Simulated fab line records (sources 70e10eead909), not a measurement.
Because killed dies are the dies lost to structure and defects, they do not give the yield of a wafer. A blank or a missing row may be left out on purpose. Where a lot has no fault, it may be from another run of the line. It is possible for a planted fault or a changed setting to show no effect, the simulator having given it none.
fab line records	flow nandHarc
record: lots: 6	wafers: 18	lastDay: 34
route steps=1302 shown A_CHANNEL_FILL_D1@495 END@1302
lots untouched by any fault: they come from a run of this same line in which no faults occurred
startH: hours from the record's opening day to when the first of the lot's shown wafers began	waitH: hours elapsed since this lot's preceding step	" identical to the entry in the row above	L1.1+2: a row that stands for several wafers	- either no value or no given start	* or withheld: withheld	< > ~ a bound
route shown NAME@n: NAME is a module with steps in the file, n the number in the route of the first one	usual: the fault-free wafers' mean and standard deviation	same: alike in all rows	chamber/n: place in a boat	sites: the reading at each site	_std_site: standard deviation across them	_edge_site: outer sites' mean less inner sites'	radiusMm: for every site, how far away it sits from the centre of the wafer	mask NAME#n: copy n	behind: the most recent tool/chamber to have shaped the wafer	hold: reason for holding the lot/hours on hold/outcome of the hold	device: the n, p or np transistor that did not switch	end of line: tests of these same wafers at the route's end	step lacking rows: just its recipe	killed: not the wafer's yield, but the dies lost to structure and defects at the first sort	map: a wafer's dies, marking killed ones x, the rest . and places with no die _
set.NAME: the setting the step ran with; set.NAME@STEP: the setting that earlier step ran with	model.NAME: the simulator's own value behind a step, which no gauge read
certain route steps with their lots: each step a table, each wafer a row
services: a tool's chamber out of use, with start hour (startH, from the record's first day; less than 0 if before it), hours out, and reason
== steps ==
step: NHARC_A_CHANNEL_FILL_D1_ALD_15
recipe: targetThkA: 20	pulseTimeS: 60	aldCycles: 19	tempC: 630	pressureTorr: 2	material: SiNx
usual: aldCycles: 19/0	precursorPulseHeightRel: 0.999/0.021
lot.wafer	tool	chamber	startH	waitH	aldCycles	precursorPulseHeightRel
L331.3	aldSinBatch-02	0	-	-	19	0.976
L331.5	"	0	"	"	19	1.010
L331.6	"	0	"	"	19	0.988
L333.1	aldSinBatch-02	0	-	-	19	1.015
L333.3	"	0	"	"	19	0.999
L333.6	"	0	"	"	19	0.996
L342.1	aldSinBatch-02	0	-	-	19	0.959
L342.2	"	0	"	"	19	1.031
L342.3	"	0	"	"	19	0.985
L343.1	aldSinBatch-02	0	-	-	19	0.977
L343.3	"	0	"	"	19	0.983
L343.6	"	0	"	"	19	0.996
L345.2	aldSinBatch-03	0	-	-	19	0.979
L345.5	"	0	"	"	19	0.990
L345.6	"	0	"	"	19	1.037
L352.2	aldSinBatch-01	0	-	-	19	1.011
L352.4	"	0	"	"	19	1.037
L352.6	"	0	"	"	19	1.005
step: NHARC_A_CHANNEL_FILL_D1_ALD_16
recipe: targetThkA: 15	pulseTimeS: 10	aldCycles: 15	tempC: 300	material: SiO2
usual: aldCycles: 15/0	heaterPowerOuterW: 264/40	heaterPowerW: 463/61	precursorPulseHeightRel: 1.000/0.02
lot.wafer	tool	chamber	startH	waitH	aldCycles	heaterPowerOuterW	heaterPowerW	precursorPulseHeightRel
L331.3	aldHk-02	3	215.17	0.3	15	208	393	0.984
L331.6	"	0	"	"	15	274	493	1.038
L331.5	"	1	"	"	15	333	539	0.989
L333.3	aldHk-03	3	234.33	0.0	15	294	521	0.996
L333.1	"	2	"	"	15	240	443	0.990
L333.6	"	3	"	"	15	293	519	0.957
L342.1	aldHk-03	2	322.48	0.5	15	242	443	0.983
L342.2	"	0	"	"	15	235	421	1.008
L342.3	"	1	"	"	15	207	408	0.996
L343.1	aldHk-01	3	342.25	0.0	15	246	430	1.006
L343.3	"	0	"	"	15	225	385	0.994
L343.6	"	0	"	"	15	222	368	1.006
L345.2	aldHk-03	1	358.21	0.1	15	218	403	1.012
L345.5	"	3	"	"	15	296	530	0.986
L345.6	"	0	"	"	15	237	418	0.990
L352.4	aldHk-01	1	438.01	0.1	15	330	558	0.991
L352.2	"	2	"	"	15	263	439	0.986
L352.6	"	3	"	"	15	243	417	0.978
step: NHARC_A_CHANNEL_FILL_D1_ANNEAL_17
recipe: tempC: 850	timeS: 1800
step: NHARC_A_CHANNEL_FILL_D1_CVD_18
recipe: targetThkA: 30	tempC: 550	material: poly-Si
step: NHARC_A_CHANNEL_FILL_D1_ETCHBACK_19
recipe: targetDepthA: 50	timeS: 1.7	hbrFlowSccm: 150	cl2FlowSccm: 50	rfW: 400	icpW: 400	biasW: 100	chemistry: HBr/Cl2
step: NHARC_A_CHANNEL_FILL_D1_ETCHBACK_20
recipe: targetDepthA: 270	timeS: 13.5	c4f8FlowSccm: withheld	o2FlowSccm: 8	arFlowSccm: withheld	rfW: 600	biasW: 1500	chemistry: C4F8/O2/Ar
usual: oesProductAu: 0.95/0.035	rfVppV: 979/5.2
lot.wafer	tool	chamber	startH	waitH	oesProductAu	rfHoursCounterH	rfVppV
L331.3	rieDiel-11	0	227.02	-	0.93	9.8	971
L331.6	"	3	"	"	0.93	-	985
L331.5	"	0	"	"	0.93	-	968
L333.1	rieDiel-08	0	247.12	-	1.01	2.2	975
L333.3	"	2	"	"	1.00	2.3	984
L333.6	"	3	"	"	1.00	-	981
L342.3	rieDiel-11	2	334.50	-	1.01	4.8	981
L342.1	"	0	"	"	1.01	4.9	970
L342.2	"	1	"	"	1.00	4.0	978
L343.1	rieDiel-09	1	354.10	-	0.94	0.9	975
L343.3	"	2	"	"	0.93	0.7	985
L343.6	"	0	"	"	0.92	-	971
L345.2	rieDiel-11	2	370.02	-	1.01	7.3	981
L345.5	"	2	"	"	0.99	-	982
L345.6	"	3	"	"	0.99	-	984
L352.4	rieDiel-09	1	450.72	-	0.93	5.2	977
L352.2	"	2	"	"	0.93	5.4	987
L352.6	"	0	"	"	0.92	-	974
step: NHARC_A_CHANNEL_FILL_D1_STRIP_28
recipe: timeS: 20	o2FlowSccm: 500	arFlowSccm: 0	biasW: 0	chemistry: O2
usual: drypumpMotorCurrentA: 5.7/0.5	mfcArSccm: 0.008/0.009	oesProductAu: 1.000/0.0096	rfVppV: 57.8/0.93	showerheadPlenumPTorr: 3.54/0.13	throttleValvePct: 17.037/0.0079
lot.wafer	tool	chamber	startH	waitH	drypumpMotorCurrentA	mfcArSccm	oesProductAu	rfHoursCounterH	rfVppV	showerheadPlenumPTorr	throttleValvePct
L331.3	rieDiel-11	3	227.11	0.1	5.5	0.009	1.008	7.7	58.6	3.71	17.018
L331.5	"	1	"	"	6.7	0	0.986	-	57.8	3.49	17.038
L331.6	"	2	"	"	5.9	0.022	1.008	-	57.2	3.62	17.033
L333.3	rieDiel-08	3	247.20	0.1	5.3	0.025	0.993	2.6	58.1	3.59	17.038
L333.1	"	0	"	"	5.1	0.018	0.998	2.2	56.4	3.43	17.041
L333.6	"	3	"	"	5.3	0.025	0.994	-	58.2	3.59	17.041
L342.1	rieDiel-11	0	334.59	0.1	5.4	0.015	1.000	4.9	57.2	3.32	17.021
L342.2	"	1	"	"	6.7	0	0.990	4.0	57.0	3.49	17.033
L342.3	"	3	"	"	5.4	0.009	0.999	5.1	58.1	3.71	17.031
L343.1	rieDiel-09	2	354.19	0.1	5.3	0.006	1.024	0.7	59.1	3.70	17.030
L343.3	"	3	"	"	4.9	0	1.010	0.8	57.7	3.66	17.035
L343.6	"	0	"	"	5.5	0	0.984	-	56.7	3.37	17.049
L345.2	rieDiel-11	3	370.11	0.1	5.4	0.009	1.005	7.5	59.1	3.71	17.038
L345.5	"	3	"	"	5.5	0.009	0.997	-	57.4	3.71	17.046
L345.6	"	0	"	"	5.4	0.015	1.008	-	57.7	3.31	17.037
L352.2	rieDiel-09	3	450.79	0.1	4.9	0	1.016	5.8	59.5	3.66	17.026
L352.4	"	2	"	"	5.3	0.006	0.988	5.4	57.8	3.70	17.037
L352.6	"	3	"	"	4.9	0	1.012	-	57.7	3.66	17.043
step: NHARC_A_CHANNEL_FILL_D1_PRECLEAN_21
recipe: timeS: 30	chemistry: dHF
step: NHARC_A_CHANNEL_FILL_D1_SRD_23
step: NHARC_A_CHANNEL_FILL_D1_CVD_05
recipe: targetThkA: 50	tempC: 550	material: poly-Si
step: NHARC_A_CHANNEL_FILL_D1_ANNEAL_22
recipe: tempC: 620	timeS: 7200
step: NHARC_A_CHANNEL_FILL_D1_ALD_25
recipe: targetThkA: 600	pulseTimeS: 10	aldCycles: 600	tempC: 300	material: SiOx
usual: aldCycles: 600/0	heaterPowerOuterW: 269/43	heaterPowerW: 472/62	precursorPulseHeightRel: 1.000/0.02
lot.wafer	tool	chamber	startH	waitH	aldCycles	heaterPowerOuterW	heaterPowerW	precursorPulseHeightRel
L331.3	aldHk-01	3	241.54	1.3	600	235	420	1.005
L331.6	"	1	242.76	2.5	600	337	537	1.011
L331.5	"	2	"	"	600	303	505	1.000
L333.3	aldHk-03	0	259.71	0.7	600	230	424	1.015
L333.1	"	2	260.95	1.9	600	243	442	0.991
L333.6	"	3	"	"	600	295	540	1.017
L342.2	aldHk-01	2	347.11	0.1	512	258	437	1.001
L342.3	"	0	348.33	1.3	512	219	389	1.004
L342.1	"	1	"	"	600	332	567	0.988
L343.1	aldHk-01	2	366.15	0.1	600	254	438	0.998
L343.3	"	3	"	"	512	251	440	0.975
L343.6	"	2	368.59	2.5	600	264	442	1.011
L345.2	aldHk-03	0	383.87	1.3	600	237	424	1.023
L345.6	"	2	385.10	2.5	600	244	428	1.014
L345.5	"	3	"	"	600	293	538	0.988
L352.2	aldHk-02	0	463.09	0.7	600	267	505	0.993
L352.4	"	2	464.32	1.9	600	301	526	1.025
L352.6	"	0	465.54	3.1	600	274	501	0.974
step: NHARC_A_CHANNEL_FILL_D1_ETCHBACK_08
recipe: targetDepthA: 2200	timeS: 110	c4f8FlowSccm: 20	arFlowSccm: withheld	rfW: 600	biasW: 300	chemistry: C4F8
usual: oesProductAu: 0.96/0.035	rfVppV: 441.2/2.5
lot.wafer	tool	chamber	startH	waitH	oesProductAu	rfHoursCounterH	rfVppV
L331.3	rieDiel-08	3	-	-	1.00	2.5	442.7
L331.5	"	2	"	"	1.01	-	442.0
L331.6	"	3	"	"	0.99	-	442.3
L333.1	rieDiel-09	0	-	-	1.00	5.1	437.7
L333.3	"	1	"	"	1.01	5.0	440.4
L333.6	"	2	"	"	1.01	-	443.1
L342.1	rieDiel-09	3	-	-	1.01	0.8	442.2
L342.2	"	0	"	"	0.98	0.9	435.7
L342.3	"	2	"	"	1.00	0.7	443.9
L343.1	rieDiel-09	2	-	-	0.95	1.5	444.2
L343.3	"	3	"	"	0.94	1.6	443.5
L343.6	"	1	"	"	0.93	-	439.4
L345.2	rieDiel-11	1	-	-	0.92	7.2	440.7
L345.5	"	3	"	"	0.92	-	444.0
L345.6	"	0	"	"	0.93	-	436.5
L352.4	rieDiel-09	0	-	-	0.92	6.8	438.1
L352.2	"	2	"	"	0.92	6.5	444.7
L352.6	"	0	"	"	0.92	-	438.3
step: NHARC_END_SORT_01
recipe: tempC: 25
usual: killedAtArray: 55/15	killedAtOther: 1.0/1.2	killedAtPeriphery: 3.4/2.2	killedDies: 59/15	killedOpen: 3.2/2	killedShort: 2.5/1.7
same: grossDies: 677
lot.wafer	tool	chamber	startH	waitH	killedAtArray	killedAtOther	killedAtPeriphery	killedDies	killedOpen	killedShort
L331.3	prober-02	0	574.07	3.1	53	2	1	56	2	2
L331.5	prober-02	0	575.64	3.6	44	2	2	48	3	2
L331.6	prober-02	0	576.42	3.9	45	1	5	51	4	7
L333.1	prober-02	0	599.35	2.5	53	1	4	58	4	2
L333.3	prober-02	0	600.90	3.1	49	0	3	52	3	2
L333.6	prober-02	0	603.23	3.9	52	0	1	53	5	0
L343.1	prober-01	0	688.49	2.5	48	0	4	52	2	1
L343.3	prober-01	0	690.08	3.1	51	0	6	57	4	3
L343.6	prober-01	0	692.46	4.0	42	0	4	46	1	2
L342.1	prober-02	0	688.61	2.5	66	0	2	68	3	7
L342.2	prober-02	0	689.41	2.8	59	2	4	65	8	2
L342.3	prober-02	0	690.22	3.1	57	2	1	60	4	0
L345.2	prober-02	0	722.28	5.1	43	3	4	50	4	1
L345.5	prober-02	0	724.68	6.0	60	2	8	70	8	3
L345.6	prober-02	0	725.48	6.3	59	2	3	64	4	1
killed by level:class
L331.3 A_SLIT:chamberFilmFlake=26 A_CHANNEL_HOLE_D2:chamberFilmFlake=9 A_STAIRCASE:chamberFilmFlake=4 A_CONTACT:chamberFilmFlake=4 A_DECK1_JOINT:chamberFilmFlake=2 A_CONTACT:unspecified=2 THIN_TSV:chamberFilmFlake=2 A_ONON_D1:geometricParticle:short=1
L331.5 A_SLIT:chamberFilmFlake=22 A_CHANNEL_HOLE_D2:chamberFilmFlake=7 A_CHANNEL_HOLE_D1:chamberFilmFlake=6 A_DECK1_JOINT:chamberFilmFlake=2 A_CONTACT:unspecified=2 A_CONTACT:chamberFilmFlake=2 P_GATE:geometricParticle:open=1 A_ONON_D2:geometricParticle:open=1
L331.6 A_SLIT:chamberFilmFlake=22 A_CHANNEL_HOLE_D2:chamberFilmFlake=8 A_STAIRCASE:chamberFilmFlake=3 A_CHANNEL_HOLE_D1:chamberFilmFlake=2 A_DECK1_JOINT:chamberFilmFlake=2 P_STI:geometricParticle:short=1 P_GATE:geometricParticle:short=1 P_GATE:geometricParticle:open=1
L333.1 A_SLIT:chamberFilmFlake=24 A_CHANNEL_HOLE_D2:chamberFilmFlake=8 A_CHANNEL_HOLE_D1:chamberFilmFlake=7 A_CONTACT:chamberFilmFlake=5 A_STAIRCASE:chamberFilmFlake=4 A_CHANNEL_FILL_D1:chamberFilmFlake=2 P_CONTACT:geometricParticle:open=1 P_CONTACT:geometricParticle:short=1
L333.3 A_SLIT:chamberFilmFlake=30 A_CONTACT:chamberFilmFlake=6 A_CHANNEL_HOLE_D2:chamberFilmFlake=4 A_CHANNEL_HOLE_D1:chamberFilmFlake=2 A_CHANNEL_FILL_D2:chamberFilmFlake=2 P_CONTACT:geometricParticle:short=1 P_M0:geometricParticle:open=1 A_WL_FILL:geometricParticle:short=1
L333.6 A_SLIT:chamberFilmFlake=30 A_CONTACT:chamberFilmFlake=10 A_CHANNEL_FILL_D1:geometricParticle:open=3 A_CHANNEL_HOLE_D1:chamberFilmFlake=3 A_CHANNEL_HOLE_D2:chamberFilmFlake=2 A_STAIRCASE:chamberFilmFlake=2 A_WL_FILL:geometricParticle:open=1 A_M0:geometricParticle:open=1
L343.1 A_CHANNEL_HOLE_D2:chamberFilmFlake=23 A_CHANNEL_HOLE_D1:chamberFilmFlake=9 A_STAIRCASE:chamberFilmFlake=5 A_CONTACT:chamberFilmFlake=4 A_WL_FILL:chamberFilmFlake=2 P_M0:geometricParticle:open=1 A_CHANNEL_FILL_D1:geometricParticle:short=1 A_BLC:geometricParticle:open=1
L342.1 A_SLIT:chamberFilmFlake=25 A_CHANNEL_HOLE_D2:chamberFilmFlake=11 A_WL_FILL:chamberFilmFlake=6 A_CHANNEL_HOLE_D1:chamberFilmFlake=4 A_CONTACT:chamberFilmFlake=4 A_ONON_D2:geometricParticle:open=2 A_SGD_CUT:geometricParticle:short=2 P_ZERO_WELL:chamberFilmFlake=2
L342.2 A_SLIT:chamberFilmFlake=23 A_CHANNEL_HOLE_D2:chamberFilmFlake=16 A_STAIRCASE:chamberFilmFlake=3 A_SOURCE_PLATE:geometricParticle:open=2 A_CHANNEL_HOLE_D1:chamberFilmFlake=2 A_WL_FILL:chamberFilmFlake=2 THIN_TSV:chamberFilmFlake=2 P_STI:geometricParticle:open=1
L343.3 A_CHANNEL_HOLE_D2:chamberFilmFlake=27 A_STAIRCASE:chamberFilmFlake=7 A_CONTACT:chamberFilmFlake=6 A_CHANNEL_HOLE_D1:chamberFilmFlake=4 P_GATE:chamberFilmFlake=3 A_M0:geometricParticle:open=2 P_M0:geometricParticle:short=1 A_DECK1_JOINT:geometricParticle:short=1
L342.3 A_SLIT:chamberFilmFlake=24 A_CHANNEL_HOLE_D2:chamberFilmFlake=13 A_CHANNEL_HOLE_D1:chamberFilmFlake=7 A_M1:chamberFilmFlake=4 A_STAIRCASE:chamberFilmFlake=2 A_WL_FILL:chamberFilmFlake=2 THIN_TSV:chamberFilmFlake=2 P_M1:geometricParticle:open=1
L343.6 A_CHANNEL_HOLE_D2:chamberFilmFlake=21 A_CHANNEL_HOLE_D1:chamberFilmFlake=11 A_STAIRCASE:chamberFilmFlake=3 A_CONTACT:chamberFilmFlake=3 P_CONTACT:geometricParticle:open=1 P_M1:geometricParticle:short=1 A_CHANNEL_FILL_D2:geometricParticle:short=1 P_ZERO_WELL:chamberFilmFlake=1
L345.2 A_SLIT:chamberFilmFlake=28 A_CHANNEL_HOLE_D1:chamberFilmFlake=6 P_CONTACT:chamberFilmFlake=3 THIN_TSV:chamberFilmFlake=3 A_CONTACT:chamberFilmFlake=2 P_GATE:geometricParticle:open=1 A_CHANNEL_HOLE_D1:geometricParticle:open=1 A_DECK1_JOINT:geometricParticle:short=1
L345.5 A_SLIT:chamberFilmFlake=33 A_CHANNEL_HOLE_D1:chamberFilmFlake=7 P_CONTACT:chamberFilmFlake=6 A_CONTACT:chamberFilmFlake=6 A_DECK1_JOINT:geometricParticle:open=3 A_CHANNEL_FILL_D1:chamberFilmFlake=3 THIN_TSV:chamberFilmFlake=2 P_CONTACT:geometricParticle:open=1
L345.6 A_SLIT:chamberFilmFlake=36 A_CHANNEL_HOLE_D1:chamberFilmFlake=10 A_CONTACT:chamberFilmFlake=4 P_CONTACT:chamberFilmFlake=3 A_WL_FILL:geometricParticle:open=2 THIN_TSV:chamberFilmFlake=2 A_CHANNEL_HOLE_D1:geometricParticle:short=1 A_DECK1_JOINT:geometricParticle:open=1
== services ==
tool	chamber	startH	hours	kind
rieDiel-08	-	190.80	9.0	pm
rieDiel-09	0	201.10	-	clean
rieDiel-09	1	201.10	-	clean
rieDiel-09	2	201.10	-	clean
rieDiel-09	3	201.10	-	clean
aldHk-03	-	212.44	10.0	pm
rieDiel-09	0	225.74	-	clean
rieDiel-09	1	225.74	-	clean
rieDiel-09	2	225.74	-	clean
rieDiel-09	3	225.74	-	clean
rieDiel-09	-	230.52	0.2	repair
rieDiel-11	3	248.56	4.0	repair
rieDiel-11	-	255.50	9.0	pm
aldSinBatch-02	-	266.00	26.0	pm
rieDiel-11	-	273.63	3.5	repair
rieDiel-11	1	300.14	4.8	repair
aldHk-01	-	303.25	10.0	pm
rieDiel-09	-	320.10	9.0	pm
rieDiel-11	0	336.52	3.0	repair
rieDiel-08	-	367.80	9.0	pm
aldHk-03	-	390.44	10.0	pm
aldSinBatch-03	-	408.55	15.4	repair
rieDiel-11	0	422.54	20.2	repair
rieDiel-11	-	432.50	9.0	pm
== key ==
firstSign: step: NHARC_A_CHANNEL_FILL_D1_ALD_25	reading: aldCycles	direction: down	sigmas: 99+	usual: 600	struck: 512
effect none on later readings
metAt NHARC_A_CHANNEL_FILL_D1_ALD_25
struckWafers L342.2,L342.3,L343.3
testerLeftOut L342,L343
onsetBetween 241.54 347.11
fault: kind: processParameterDrift	tool: aldHk-01	chamber: -	onsetH: 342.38	steps: NHARC_A_CHANNEL_FILL_D1_ALD_25	channel: aldCycles	offset: -88	shape: step	endH: 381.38	scope: struckWafersOnly	actsIn: theseRecipesOnly	stated: 600
testerLeftOut: of these lots the tester's yield and bins aren't shown, on N5 and GAA mostly nor the transistor test; their killed dies are dies lost to structure and defects alone, not to doping, threshold or leakage, so they don't give the yield
